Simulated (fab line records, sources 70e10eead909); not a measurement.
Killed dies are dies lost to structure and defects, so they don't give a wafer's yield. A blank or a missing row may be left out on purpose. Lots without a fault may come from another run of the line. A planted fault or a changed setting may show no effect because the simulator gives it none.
Problem report in the 8D (eight disciplines) form, filled by code | flow nand_harc | the parts of the form that need people (team, actions taken, sign-off) are left out

1. THE PROBLEM
thk_nm at NHARC_A_ONON_D1_THK_MEAS_27 reads a mean of 1628 nm on 6 wafers of 2 lots; wafers without a fault read 1000 nm with a standard deviation of 8.7. That is +72 standard deviations from the usual mean.
The step: measures by ellipsometry.
First seen on wafer L187.2, day 11 13:21, on film_metro-01. The record holds 39 wafers of 13 lots with a number at this step. Rule for "out", or "out of limits": more than 4 standard deviations from the usual mean. The other wafers with a number count as sound.

2. WHAT IT IS AND WHAT IT IS NOT
question                    | is                     | is not
which readings at this step | thk_nm                 | -
which lots                  | L187, L188             | L176, L179, L180, L182, L183, L185, L190, L193, L195, L196, L198
which wafers of those lots  | all that have a number | -
read on which gauges        | film_metro-01          | film_metro-02
when                        | from day 11 13:21      | up to then (21 sound wafers); but 12 sound wafers of L193, L195, L196, L198 came after

3. SUSPECTS, AND WHAT RULES EACH OUT
Counting: a tool at a process step up to the reading stays a suspect if it ran every lot that is out and no sound lot after the first of them.
- the gauge at NHARC_A_ONON_D1_THK_MEAS_27: ruled out. All the wafers that are out were read on film_metro-01, but those of them that NHARC_END_SORT_01 has rows for are out there too, on other tools.
- rie_diel-01 at NHARC_P_BONDPAD_ACTIVATE_29 (chemistry N2, time 60 s): ruled out as a lasting fault. Sound lots L193, L196, L195, L198 ran on it after its first lot that is out, L187 (day 9 23:29).
- pecvd_onon-03 at NHARC_A_ONON_D1_DEP_25 (target thk 1000 nm): kept. It ran every lot that is out, first L187 (day 11 12:54), and no sound lot after that; its last sound lot up to then is L190 (day 11 08:01).
Left after counting: pecvd_onon-03 at NHARC_A_ONON_D1_DEP_25.

4. THE CAUSE (what the simulator had put in)
Process parameter drift: pecvd_onon-03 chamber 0, from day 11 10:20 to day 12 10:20, at NHARC_A_ONON_D1_DEP_25. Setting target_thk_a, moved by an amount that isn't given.
Counting left only this tool.

5. THE CHAIN OF EFFECTS, in route order
Each row: a reading whose mean over the struck wafers that have a number lies more than 3 standard deviations from the usual. Only readings for which the record gives a usual standard deviation are gone through. hours: the time from each lot's start at the first step in this table that gives one to its start at this step, as a median over the lots. sigmas: the change in usual standard deviations.
hours | step                        | reading         | usual   | on struck wafers | change | sigmas
0     | NHARC_A_ONON_D1_THK_MEAS_27 | thk_nm          | 1000 nm | 1628             | +628   | +72
260   | NHARC_END_SORT_01           | killed_at_array | 29      | 674              | +645   | +54
260   | NHARC_END_SORT_01           | killed_dies     | 34      | 677              | +643   | +54

6. WHAT WOULD HAVE CAUGHT IT SOONER
In this record the first reading out of limits at a measuring or inspecting step was taken at day 11 13:21, 3 hours after the fault began at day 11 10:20.
Of the tool readings at NHARC_A_ONON_D1_DEP_25 for which the record gives a usual standard deviation, none was out on any struck wafer, so an alarm limit of 4 standard deviations on them would not have fired.
Of the lots that are out (2), L188 began NHARC_A_ONON_D1_DEP_25 on pecvd_onon-03 after day 11 13:21. A hold on the tool at that time would have spared it.
